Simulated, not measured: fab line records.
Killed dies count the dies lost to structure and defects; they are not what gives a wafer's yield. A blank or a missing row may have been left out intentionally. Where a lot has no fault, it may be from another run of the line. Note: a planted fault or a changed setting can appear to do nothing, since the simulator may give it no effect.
Which tool was responsible? / flow nandHarc / Sampling: 24 lots, 72 wafers, 6 of 1302 route steps

WHAT EACH GAUGE READ, for each wafer
NHARC_P_GATE_CD_MEAS_91: the cd target is 2000 nm.
lot=L074; measured=day 5 23:37; on=cdSem-02; cdNm (nm)=2002.0 2005.2 2001.6
lot=L075; measured=day 6 00:08; on=cdSem-01; cdNm (nm)=2001.1 2001.0 1998.2
lot=L076; measured=day 6 12:29; on=cdSem-03; cdNm (nm)=2001.2 2002.0 2001.1
lot=L077; measured=day 6 16:19; on=cdSem-01; cdNm (nm)=2000.8 1999.7 1999.3
lot=L078; measured=day 7 05:37; on=cdSem-01; cdNm (nm)=1998.6 2002.5 2001.7
lot=L079; measured=day 7 23:04; on=cdSem-01; cdNm (nm)=1996.8 2001.8 1998.6
lot=L080; measured=day 8 01:49; on=cdSem-03; cdNm (nm)=1998.8 1998.6 2000.0
lot=L081; measured=day 8 13:14; on=cdSem-01; cdNm (nm)=1999.7 2001.5 1999.2
lot=L082; measured=day 9 00:08; on=cdSem-02; cdNm (nm)=1999.3 1997.7 1999.5
lot=L083; measured=day 9 09:50; on=cdSem-02; cdNm (nm)=1999.5 2000.1 1998.7
lot=L084; measured=day 9 19:30; on=cdSem-03; cdNm (nm)=2001.5 2000.3 2001.3
lot=L085; measured=day 10 09:41; on=cdSem-01; cdNm (nm)=1995.8 1997.7 1996.1
lot=L086; measured=day 10 12:24; on=cdSem-01; cdNm (nm)=2004.9 2001.1 2003.0
lot=L087; measured=day 11 03:53; on=cdSem-02; cdNm (nm)=2000.1 1999.7 2002.8
lot=L088; measured=day 11 16:59; on=cdSem-03; cdNm (nm)=2000.2 2003.1 2000.7
lot=L089; measured=day 11 23:05; on=cdSem-02; cdNm (nm)=2001.2 1999.5 2001.7
lot=L090; measured=day 12 12:11; on=cdSem-03; cdNm (nm)=2000.8 2000.8 1998.7
lot=L091; measured=day 13 00:51; on=cdSem-03; cdNm (nm)=1997.2 1999.7 1998.6
lot=L092; measured=day 13 05:12; on=cdSem-01; cdNm (nm)=1997.0 1998.7 1999.6
lot=L093; measured=day 13 12:05; on=cdSem-03; cdNm (nm)=1998.6 2002.0 1999.6
lot=L094; measured=day 14 08:34; on=cdSem-01; cdNm (nm)=1998.9 2000.6 2001.4
lot=L095; measured=day 14 13:05; on=cdSem-03; cdNm (nm)=1997.6 2000.3 1996.6
lot=L096; measured=day 14 23:20; on=cdSem-02; cdNm (nm)=2002.1 2002.9 2000.3
lot=L097; measured=day 15 12:41; on=cdSem-01; cdNm (nm)=2000.5 2002.7 2002.6

NHARC_P_M1_OVL_MEAS_10: pitch 260 nm.
lot=L074; measured=day 6 13:29; on=overlay-02; overlayXNm (nm)=0.9 0.5 0.7; overlayYNm (nm)=-0.9 -1.0 -0.8
lot=L075; measured=day 6 13:38; on=overlay-01; overlayXNm (nm)=0.4 0.3 0.6; overlayYNm (nm)=-0.2 -0.1 -0.1
lot=L076; measured=day 7 01:49; on=overlay-01; overlayXNm (nm)=-0.8 -0.6 -1.2; overlayYNm (nm)=-0.1 0.0 0.3
lot=L077; measured=day 7 05:15; on=overlay-02; overlayXNm (nm)=-0.1 -0.3 -0.2; overlayYNm (nm)=0.4 0.4 0.6
lot=L078; measured=day 7 18:37; on=overlay-01; overlayXNm (nm)=1.2 1.2 0.8; overlayYNm (nm)=0.9 0.6 0.1
lot=L079; measured=day 8 13:22; on=overlay-01; overlayXNm (nm)=-0.7 0.2 -0.4; overlayYNm (nm)=-1.2 -1.3 -1.2
lot=L080; measured=day 8 14:48; on=overlay-01; overlayXNm (nm)=-0.2 -0.5 -0.1; overlayYNm (nm)=0.2 -0.1 -0.1
lot=L081; measured=day 9 02:28; on=overlay-02; overlayXNm (nm)=-0.3 -1.1 -0.2; overlayYNm (nm)=0.2 -0.1 -0.7
lot=L082; measured=day 9 13:10; on=overlay-01; overlayXNm (nm)=-0.7 0.0 -0.9; overlayYNm (nm)=0.1 0.7 0.5
lot=L083; measured=day 9 23:50; on=overlay-01; overlayXNm (nm)=-1.4 -0.8 -1.5; overlayYNm (nm)=1.5 1.1 1.8
lot=L084; measured=day 10 08:23; on=overlay-02; overlayXNm (nm)=0.6 0.2 0.5; overlayYNm (nm)=1.3 0.3 0.2
lot=L085; measured=day 10 22:56; on=overlay-02; overlayXNm (nm)=0.2 -0.1 0.5; overlayYNm (nm)=-0.2 -0.5 -0.1
lot=L086; measured=day 11 01:35; on=overlay-02; overlayXNm (nm)=-0.1 0.4 -0.3; overlayYNm (nm)=-0.9 -1.4 -0.6
lot=L087; measured=day 11 16:37; on=overlay-01; overlayXNm (nm)=0.7 0.5 1.1; overlayYNm (nm)=0.4 0.1 -0.1
lot=L088; measured=day 12 05:58; on=overlay-02; overlayXNm (nm)=0.3 0.2 0.0; overlayYNm (nm)=1.9 1.3 2.0
lot=L089; measured=day 12 12:00; on=overlay-02; overlayXNm (nm)=2.0 1.3 1.7; overlayYNm (nm)=-0.4 0.3 -0.6
lot=L090; measured=day 13 01:25; on=overlay-01; overlayXNm (nm)=-1.0 -0.3 0.1; overlayYNm (nm)=0.1 -0.1 0.0
lot=L091; measured=day 13 13:55; on=overlay-01; overlayXNm (nm)=-0.1 -0.1 -0.2; overlayYNm (nm)=-0.7 -0.9 -0.4
lot=L092; measured=day 13 18:26; on=overlay-02; overlayXNm (nm)=-0.2 -0.2 -0.8; overlayYNm (nm)=-0.3 -0.3 0.1
lot=L093; measured=day 14 01:11; on=overlay-01; overlayXNm (nm)=0.9 0.5 0.9; overlayYNm (nm)=-0.4 -0.7 -0.8
lot=L094; measured=day 14 21:34; on=overlay-01; overlayXNm (nm)=0.1 0.6 0.4; overlayYNm (nm)=-1.6 -1.1 -1.5
lot=L095; measured=day 15 02:08; on=overlay-01; overlayXNm (nm)=1.4 1.2 0.9; overlayYNm (nm)=-1.1 -0.8 -1.0
lot=L096; measured=day 15 12:32; on=overlay-01; overlayXNm (nm)=-0.2 -0.3 0.2; overlayYNm (nm)=1.4 0.9 0.2
lot=L097; measured=day 16 01:40; on=overlay-01; overlayXNm (nm)=0.2 0.1 0.0; overlayYNm (nm)=1.9 1.6 2.0

WHAT TOOL EACH LOT RAN ON (gives the tool, then ch and the chambers of the sampled wafers, and finally the start)
lot=L074; NHARC_P_GATE_STRIP_111=plasmaAsher-02 ch 0,1, day 5 20:47; NHARC_P_GATE_DESCUM_93=rieDiel-01 ch 0,1, day 5 23:47; NHARC_P_CONTACT_DEP_30=pecvd-02 ch 1,2, day 6 02:54; NHARC_P_M0_ANNEAL_30=rtpAnneal-01 ch 0, day 6 10:59
lot=L075; NHARC_P_GATE_STRIP_111=plasmaAsher-01 ch 0,1, day 5 21:16; NHARC_P_GATE_DESCUM_93=rieDiel-01 ch 0,1, day 6 00:17; NHARC_P_CONTACT_DEP_30=pecvd-01 ch 1,2, day 6 03:36; NHARC_P_M0_ANNEAL_30=rtpAnneal-02 ch 0, day 6 11:26
lot=L076; NHARC_P_GATE_STRIP_111=plasmaAsher-02 ch 0,1, day 6 09:42; NHARC_P_GATE_DESCUM_93=rieDiel-05 ch 0,3, day 6 12:40; NHARC_P_CONTACT_DEP_30=pecvd-02 ch 0,2, day 6 15:37; NHARC_P_M0_ANNEAL_30=rtpAnneal-02 ch 0, day 6 23:37
lot=L077; NHARC_P_GATE_STRIP_111=plasmaAsher-01 ch 0,1, day 6 13:37; NHARC_P_GATE_DESCUM_93=rieDiel-05 ch 0,2,3, day 6 16:30; NHARC_P_CONTACT_DEP_30=pecvd-02 ch 0,1,2, day 6 19:32; NHARC_P_M0_ANNEAL_30=rtpAnneal-02 ch 0, day 7 03:01
lot=L078; NHARC_P_GATE_STRIP_111=plasmaAsher-01 ch 0,1, day 7 02:51; NHARC_P_GATE_DESCUM_93=rieDiel-05 ch 1,2, day 7 05:46; NHARC_P_CONTACT_DEP_30=pecvd-02 ch 0,2, day 7 08:47; NHARC_P_M0_ANNEAL_30=rtpAnneal-01 ch 0, day 7 16:27
lot=L079; NHARC_P_GATE_STRIP_111=plasmaAsher-01 ch 0,1, day 7 20:01; NHARC_P_GATE_DESCUM_93=rieDiel-02 ch 1,2, day 7 23:16; NHARC_P_CONTACT_DEP_30=pecvd-02 ch 1,2, day 8 02:37; NHARC_P_M0_ANNEAL_30=rtpAnneal-02 ch 0, day 8 11:16
lot=L080; NHARC_P_GATE_STRIP_111=plasmaAsher-02 ch 0,1, day 7 23:06; NHARC_P_GATE_DESCUM_93=rieDiel-05 ch 1,2, day 8 01:59; NHARC_P_CONTACT_DEP_30=pecvd-01 ch 0,1, day 8 05:00; NHARC_P_M0_ANNEAL_30=rtpAnneal-01 ch 0, day 8 12:37
lot=L081; NHARC_P_GATE_STRIP_111=plasmaAsher-01 ch 0,1, day 8 10:16; NHARC_P_GATE_DESCUM_93=rieDiel-05 ch 0,1,2, day 8 13:23; NHARC_P_CONTACT_DEP_30=pecvd-01 ch 0,2, day 8 16:25; NHARC_P_M0_ANNEAL_30=rtpAnneal-01 ch 0, day 9 00:15
lot=L082; NHARC_P_GATE_STRIP_111=plasmaAsher-01 ch 0, day 8 21:19; NHARC_P_GATE_DESCUM_93=rieDiel-05 ch 1,2, day 9 00:17; NHARC_P_CONTACT_DEP_30=pecvd-01 ch 0,1,2, day 9 03:14; NHARC_P_M0_ANNEAL_30=rtpAnneal-01 ch 0, day 9 11:00
lot=L083; NHARC_P_GATE_STRIP_111=plasmaAsher-01 ch 0,1, day 9 06:57; NHARC_P_GATE_DESCUM_93=rieDiel-01 ch 0,2,3, day 9 10:01; NHARC_P_CONTACT_DEP_30=pecvd-03 ch 0,1,2, day 9 13:29; NHARC_P_M0_ANNEAL_30=rtpAnneal-02 ch 0, day 9 21:31
lot=L084; NHARC_P_GATE_STRIP_111=plasmaAsher-01 ch 0,1, day 9 16:39; NHARC_P_GATE_DESCUM_93=rieDiel-02 ch 0,1,2, day 9 19:40; NHARC_P_CONTACT_DEP_30=pecvd-03 ch 0,2, day 9 22:40; NHARC_P_M0_ANNEAL_30=rtpAnneal-01 ch 0, day 10 06:13
lot=L085; NHARC_P_GATE_STRIP_111=plasmaAsher-02 ch 0,1, day 10 06:45; NHARC_P_GATE_DESCUM_93=rieDiel-02 ch 0,1, day 10 09:52; NHARC_P_CONTACT_DEP_30=pecvd-01 ch 1,2, day 10 13:02; NHARC_P_M0_ANNEAL_30=rtpAnneal-01 ch 0, day 10 20:44
lot=L086; NHARC_P_GATE_STRIP_111=plasmaAsher-01 ch 0,1, day 10 09:28; NHARC_P_GATE_DESCUM_93=rieDiel-05 ch 0,2,3, day 10 12:34; NHARC_P_CONTACT_DEP_30=pecvd-01 ch 0,2, day 10 15:32; NHARC_P_M0_ANNEAL_30=rtpAnneal-02 ch 0, day 10 23:27
lot=L087; NHARC_P_GATE_STRIP_111=plasmaAsher-02 ch 0,1, day 11 00:59; NHARC_P_GATE_DESCUM_93=rieDiel-02 ch 0,3, day 11 04:03; NHARC_P_CONTACT_DEP_30=pecvd-01 ch 0,1,2, day 11 07:06; NHARC_P_M0_ANNEAL_30=rtpAnneal-02 ch 0, day 11 14:29
lot=L088; NHARC_P_GATE_STRIP_111=plasmaAsher-01 ch 0,1, day 11 14:03; NHARC_P_GATE_DESCUM_93=rieDiel-05 ch 0,1,3, day 11 17:08; NHARC_P_CONTACT_DEP_30=pecvd-01 ch 0,1,2, day 11 20:10; NHARC_P_M0_ANNEAL_30=rtpAnneal-01 ch 0, day 12 03:40
lot=L089; NHARC_P_GATE_STRIP_111=plasmaAsher-02 ch 0,1, day 11 20:25; NHARC_P_GATE_DESCUM_93=rieDiel-05 ch 0,1, day 11 23:15; NHARC_P_CONTACT_DEP_30=pecvd-01 ch 0,1,2, day 12 02:21; NHARC_P_M0_ANNEAL_30=rtpAnneal-01 ch 0, day 12 09:59
lot=L090; NHARC_P_GATE_STRIP_111=plasmaAsher-02 ch 0,1, day 12 09:21; NHARC_P_GATE_DESCUM_93=rieDiel-02 ch 0,3, day 12 12:23; NHARC_P_CONTACT_DEP_30=pecvd-03 ch 0,1,2, day 12 15:26; NHARC_P_M0_ANNEAL_30=rtpAnneal-01 ch 0, day 12 23:07
lot=L091; NHARC_P_GATE_STRIP_111=plasmaAsher-01 ch 0,1, day 12 22:01; NHARC_P_GATE_DESCUM_93=rieDiel-02 ch 0,2, day 13 01:02; NHARC_P_CONTACT_DEP_30=pecvd-01 ch 0,2, day 13 03:59; NHARC_P_M0_ANNEAL_30=rtpAnneal-02 ch 0, day 13 11:37
lot=L092; NHARC_P_GATE_STRIP_111=plasmaAsher-02 ch 0,1, day 13 02:24; NHARC_P_GATE_DESCUM_93=rieDiel-01 ch 0,2, day 13 05:22; NHARC_P_CONTACT_DEP_30=pecvd-02 ch 0,1,2, day 13 08:20; NHARC_P_M0_ANNEAL_30=rtpAnneal-01 ch 0, day 13 16:01
lot=L093; NHARC_P_GATE_STRIP_111=plasmaAsher-01 ch 0,1, day 13 09:17; NHARC_P_GATE_DESCUM_93=rieDiel-02 ch 0,1, day 13 12:15; NHARC_P_CONTACT_DEP_30=pecvd-01 ch 0,1, day 13 15:17; NHARC_P_M0_ANNEAL_30=rtpAnneal-02 ch 0, day 13 23:03
lot=L094; NHARC_P_GATE_STRIP_111=plasmaAsher-02 ch 0,1, day 14 05:43; NHARC_P_GATE_DESCUM_93=rieDiel-02 ch 0,1, day 14 08:44; NHARC_P_CONTACT_DEP_30=pecvd-03 ch 0,1,2, day 14 11:50; NHARC_P_M0_ANNEAL_30=rtpAnneal-02 ch 0, day 14 19:25
lot=L095; NHARC_P_GATE_STRIP_111=plasmaAsher-02 ch 1, day 14 10:11; NHARC_P_GATE_DESCUM_93=rieDiel-02 ch 0,2,3, day 14 13:15; NHARC_P_CONTACT_DEP_30=pecvd-02 ch 1,2, day 14 16:13; NHARC_P_M0_ANNEAL_30=rtpAnneal-02 ch 0, day 14 23:52
lot=L096; NHARC_P_GATE_STRIP_111=plasmaAsher-01 ch 0,1, day 14 20:29; NHARC_P_GATE_DESCUM_93=rieDiel-05 ch 1,2,3, day 14 23:29; NHARC_P_CONTACT_DEP_30=pecvd-03 ch 1,2, day 15 02:35; NHARC_P_M0_ANNEAL_30=rtpAnneal-02 ch 0, day 15 10:21
lot=L097; NHARC_P_GATE_STRIP_111=plasmaAsher-02 ch 0,1, day 15 09:58; NHARC_P_GATE_DESCUM_93=rieDiel-01 ch 1,3, day 15 12:52; NHARC_P_CONTACT_DEP_30=pecvd-02 ch 1,2, day 15 15:57; NHARC_P_M0_ANNEAL_30=rtpAnneal-02 ch 0, day 15 23:37
- NHARC_P_GATE_STRIP_111: strips in N2/H2, time 250 s.
- NHARC_P_GATE_DESCUM_93: chemistry O2, time 3 s.
- NHARC_P_CONTACT_DEP_30: deposits SiNx, target thk 30 nm.
- NHARC_P_M0_ANNEAL_30: time 90 s.

WHAT THE TOOLS THEMSELVES READ (means of the sampled wafers that have a number; where no wafer has one, the mark that the record gives instead)
NHARC_P_GATE_STRIP_111.
lot=L074; tool=plasmaAsher-02; drypumpMotorCurrentA (A)=5.1; heaterPowerW (W)=105
lot=L075; tool=plasmaAsher-01; drypumpMotorCurrentA (A)=6.2; heaterPowerW (W)=94
lot=L076; tool=plasmaAsher-02; drypumpMotorCurrentA (A)=4.9; heaterPowerW (W)=103
lot=L077; tool=plasmaAsher-01; drypumpMotorCurrentA (A)=6.1; heaterPowerW (W)=96
lot=L078; tool=plasmaAsher-01; drypumpMotorCurrentA (A)=6.0; heaterPowerW (W)=94
lot=L079; tool=plasmaAsher-01; drypumpMotorCurrentA (A)=6.1; heaterPowerW (W)=96
lot=L080; tool=plasmaAsher-02; drypumpMotorCurrentA (A)=4.9; heaterPowerW (W)=102
lot=L081; tool=plasmaAsher-01; drypumpMotorCurrentA (A)=6.0; heaterPowerW (W)=93
lot=L082; tool=plasmaAsher-01; drypumpMotorCurrentA (A)=6.3; heaterPowerW (W)=88
lot=L083; tool=plasmaAsher-01; drypumpMotorCurrentA (A)=6.2; heaterPowerW (W)=91
lot=L084; tool=plasmaAsher-01; drypumpMotorCurrentA (A)=6.1; heaterPowerW (W)=94
lot=L085; tool=plasmaAsher-02; drypumpMotorCurrentA (A)=4.9; heaterPowerW (W)=103
lot=L086; tool=plasmaAsher-01; drypumpMotorCurrentA (A)=6.1; heaterPowerW (W)=92
lot=L087; tool=plasmaAsher-02; drypumpMotorCurrentA (A)=5.1; heaterPowerW (W)=105
lot=L088; tool=plasmaAsher-01; drypumpMotorCurrentA (A)=6.1; heaterPowerW (W)=93
lot=L089; tool=plasmaAsher-02; drypumpMotorCurrentA (A)=4.9; heaterPowerW (W)=99
lot=L090; tool=plasmaAsher-02; drypumpMotorCurrentA (A)=4.9; heaterPowerW (W)=97
lot=L091; tool=plasmaAsher-01; drypumpMotorCurrentA (A)=6.2; heaterPowerW (W)=92
lot=L092; tool=plasmaAsher-02; drypumpMotorCurrentA (A)=5.1; heaterPowerW (W)=102
lot=L093; tool=plasmaAsher-01; drypumpMotorCurrentA (A)=6.0; heaterPowerW (W)=94
lot=L094; tool=plasmaAsher-02; drypumpMotorCurrentA (A)=5.1; heaterPowerW (W)=102
lot=L095; tool=plasmaAsher-02; drypumpMotorCurrentA (A)=4.8; heaterPowerW (W)=95
lot=L096; tool=plasmaAsher-01; drypumpMotorCurrentA (A)=6.1; heaterPowerW (W)=93
lot=L097; tool=plasmaAsher-02; drypumpMotorCurrentA (A)=4.9; heaterPowerW (W)=98

NHARC_P_GATE_DESCUM_93.
lot=L074; tool=rieDiel-01; drypumpMotorCurrentA (A)=6.2; oesProductAu (a.u.)=1.006; rfVppV (V)=58.0; showerheadPlenumPTorr (Torr)=1.99; throttleValvePct (%)=11.314
lot=L075; tool=rieDiel-01; drypumpMotorCurrentA (A)=6.2; oesProductAu (a.u.)=1.011; rfVppV (V)=58.2; showerheadPlenumPTorr (Torr)=1.99; throttleValvePct (%)=11.302
lot=L076; tool=rieDiel-05; drypumpMotorCurrentA (A)=5.7; oesProductAu (a.u.)=1.007; rfVppV (V)=58.6; showerheadPlenumPTorr (Torr)=1.93; throttleValvePct (%)=11.306
lot=L077; tool=rieDiel-05; drypumpMotorCurrentA (A)=5.4; oesProductAu (a.u.)=1.011; rfVppV (V)=57.8; showerheadPlenumPTorr (Torr)=1.97; throttleValvePct (%)=11.309
lot=L078; tool=rieDiel-05; drypumpMotorCurrentA (A)=5.3; oesProductAu (a.u.)=1.002; rfVppV (V)=58.6; showerheadPlenumPTorr (Torr)=1.96; throttleValvePct (%)=11.298
lot=L079; tool=rieDiel-02; drypumpMotorCurrentA (A)=5.5; oesProductAu (a.u.)=0.996; rfVppV (V)=57.4; showerheadPlenumPTorr (Torr)=1.88; throttleValvePct (%)=11.311
lot=L080; tool=rieDiel-05; drypumpMotorCurrentA (A)=5.3; oesProductAu (a.u.)=1.002; rfVppV (V)=58.4; showerheadPlenumPTorr (Torr)=1.96; throttleValvePct (%)=11.315
lot=L081; tool=rieDiel-05; drypumpMotorCurrentA (A)=5.3; oesProductAu (a.u.)=1.000; rfVppV (V)=58.7; showerheadPlenumPTorr (Torr)=1.94; throttleValvePct (%)=11.308
lot=L082; tool=rieDiel-05; drypumpMotorCurrentA (A)=5.2; oesProductAu (a.u.)=1.006; rfVppV (V)=57.7; showerheadPlenumPTorr (Torr)=1.96; throttleValvePct (%)=11.316
lot=L083; tool=rieDiel-01; drypumpMotorCurrentA (A)=5.9; oesProductAu (a.u.)=0.999; rfVppV (V)=58.2; showerheadPlenumPTorr (Torr)=1.94; throttleValvePct (%)=11.307
lot=L084; tool=rieDiel-02; drypumpMotorCurrentA (A)=5.4; oesProductAu (a.u.)=0.999; rfVppV (V)=57.7; showerheadPlenumPTorr (Torr)=1.92; throttleValvePct (%)=11.317
lot=L085; tool=rieDiel-02; drypumpMotorCurrentA (A)=5.0; oesProductAu (a.u.)=1.001; rfVppV (V)=57.4; showerheadPlenumPTorr (Torr)=1.94; throttleValvePct (%)=11.321
lot=L086; tool=rieDiel-05; drypumpMotorCurrentA (A)=5.4; oesProductAu (a.u.)=1.015; rfVppV (V)=57.9; showerheadPlenumPTorr (Torr)=1.97; throttleValvePct (%)=11.313
lot=L087; tool=rieDiel-02; drypumpMotorCurrentA (A)=4.9; oesProductAu (a.u.)=1.019; rfVppV (V)=57.8; showerheadPlenumPTorr (Torr)=1.99; throttleValvePct (%)=11.318
lot=L088; tool=rieDiel-05; drypumpMotorCurrentA (A)=5.7; oesProductAu (a.u.)=1.009; rfVppV (V)=57.9; showerheadPlenumPTorr (Torr)=1.90; throttleValvePct (%)=11.306
lot=L089; tool=rieDiel-05; drypumpMotorCurrentA (A)=5.6; oesProductAu (a.u.)=0.996; rfVppV (V)=58.0; showerheadPlenumPTorr (Torr)=1.87; throttleValvePct (%)=11.315
lot=L090; tool=rieDiel-02; drypumpMotorCurrentA (A)=4.9; oesProductAu (a.u.)=1.008; rfVppV (V)=57.9; showerheadPlenumPTorr (Torr)=1.98; throttleValvePct (%)=11.321
lot=L091; tool=rieDiel-02; drypumpMotorCurrentA (A)=5.6; oesProductAu (a.u.)=0.996; rfVppV (V)=58.8; showerheadPlenumPTorr (Torr)=1.94; throttleValvePct (%)=11.308
lot=L092; tool=rieDiel-01; drypumpMotorCurrentA (A)=6.0; oesProductAu (a.u.)=1.002; rfVppV (V)=57.5; showerheadPlenumPTorr (Torr)=1.93; throttleValvePct (%)=11.308
lot=L093; tool=rieDiel-02; drypumpMotorCurrentA (A)=5.0; oesProductAu (a.u.)=1.000; rfVppV (V)=57.7; showerheadPlenumPTorr (Torr)=1.94; throttleValvePct (%)=11.307
lot=L094; tool=rieDiel-02; drypumpMotorCurrentA (A)=5.2; oesProductAu (a.u.)=1.004; rfVppV (V)=57.7; showerheadPlenumPTorr (Torr)=1.90; throttleValvePct (%)=11.311
lot=L095; tool=rieDiel-02; drypumpMotorCurrentA (A)=5.2; oesProductAu (a.u.)=1.007; rfVppV (V)=57.9; showerheadPlenumPTorr (Torr)=1.96; throttleValvePct (%)=11.315
lot=L096; tool=rieDiel-05; drypumpMotorCurrentA (A)=5.6; oesProductAu (a.u.)=0.999; rfVppV (V)=56.8; showerheadPlenumPTorr (Torr)=1.91; throttleValvePct (%)=11.304
lot=L097; tool=rieDiel-01; drypumpMotorCurrentA (A)=6.1; oesProductAu (a.u.)=0.993; rfVppV (V)=58.7; showerheadPlenumPTorr (Torr)=2.02; throttleValvePct (%)=11.303

NHARC_P_CONTACT_DEP_30.
lot=L074; tool=pecvd-02; heaterPowerW (W)=569
lot=L075; tool=pecvd-01; heaterPowerW (W)=607
lot=L076; tool=pecvd-02; heaterPowerW (W)=679
lot=L077; tool=pecvd-02; heaterPowerW (W)=661
lot=L078; tool=pecvd-02; heaterPowerW (W)=649
lot=L079; tool=pecvd-02; heaterPowerW (W)=602
lot=L080; tool=pecvd-01; heaterPowerW (W)=625
lot=L081; tool=pecvd-01; heaterPowerW (W)=639
lot=L082; tool=pecvd-01; heaterPowerW (W)=655
lot=L083; tool=pecvd-03; heaterPowerW (W)=691
lot=L084; tool=pecvd-03; heaterPowerW (W)=674
lot=L085; tool=pecvd-01; heaterPowerW (W)=634
lot=L086; tool=pecvd-01; heaterPowerW (W)=653
lot=L087; tool=pecvd-01; heaterPowerW (W)=636
lot=L088; tool=pecvd-01; heaterPowerW (W)=577
lot=L089; tool=pecvd-01; heaterPowerW (W)=609
lot=L090; tool=pecvd-03; heaterPowerW (W)=708
lot=L091; tool=pecvd-01; heaterPowerW (W)=611
lot=L092; tool=pecvd-02; heaterPowerW (W)=703
lot=L093; tool=pecvd-01; heaterPowerW (W)=596
lot=L094; tool=pecvd-03; heaterPowerW (W)=707
lot=L095; tool=pecvd-02; heaterPowerW (W)=642
lot=L096; tool=pecvd-03; heaterPowerW (W)=663
lot=L097; tool=pecvd-02; heaterPowerW (W)=613

NHARC_P_M0_ANNEAL_30.
lot=L074 tool=rtpAnneal-01 wafer_temp_C_max=226.0
lot=L075 tool=rtpAnneal-02 wafer_temp_C_max=225.4
lot=L076 tool=rtpAnneal-02 wafer_temp_C_max=225.5
lot=L077 tool=rtpAnneal-02 wafer_temp_C_max=225.5
lot=L078 tool=rtpAnneal-01 wafer_temp_C_max=226.1
lot=L079 tool=rtpAnneal-02 wafer_temp_C_max=225.7
lot=L080 tool=rtpAnneal-01 wafer_temp_C_max=226.6
lot=L081 tool=rtpAnneal-01 wafer_temp_C_max=226.4
lot=L082 tool=rtpAnneal-01 wafer_temp_C_max=225.8
lot=L083 tool=rtpAnneal-02 wafer_temp_C_max=225.5
lot=L084 tool=rtpAnneal-01 wafer_temp_C_max=226.1
lot=L085 tool=rtpAnneal-01 wafer_temp_C_max=226.3
lot=L086 tool=rtpAnneal-02 wafer_temp_C_max=225.4
lot=L087 tool=rtpAnneal-02 wafer_temp_C_max=225.4
lot=L088 tool=rtpAnneal-01 wafer_temp_C_max=226.2
lot=L089 tool=rtpAnneal-01 wafer_temp_C_max=226.0
lot=L090 tool=rtpAnneal-01 wafer_temp_C_max=226.3
lot=L091 tool=rtpAnneal-02 wafer_temp_C_max=225.7
lot=L092 tool=rtpAnneal-01 wafer_temp_C_max=226.1
lot=L093 tool=rtpAnneal-02 wafer_temp_C_max=225.5
lot=L094 tool=rtpAnneal-02 wafer_temp_C_max=225.8
lot=L095 tool=rtpAnneal-02 wafer_temp_C_max=225.5
lot=L096 tool=rtpAnneal-02 wafer_temp_C_max=225.4
lot=L097 tool=rtpAnneal-02 wafer_temp_C_max=225.4

THE ANSWER, worked out from the rows above alone
Rule: what is usual is taken from the lots themselves. The widest of any qualifying gaps counts: lots, ordered by their means at a reading, are off when they make up no more than a third of the lots, leave a main group of 4 or more, and stand apart from it by 3 or more times the standard deviation of that group's means. If all means in a main group match to the digits the tables above print for the reading, that group is not used. Also off: a lot with no number at a reading for which 4 or more lots have one. The other lots that the step has rows for count as sound. First the gauges in route order, then the tools' own readings, where a lot's mean is used as printed above. At the first step where some lot is off, the reading lying furthest off is the one used; lots without a number count as furthest.
Across all readings shown, no lot is off: no conclusion can be drawn from this.

WHAT HAD BEEN PUT IN BY THE SIMULATOR
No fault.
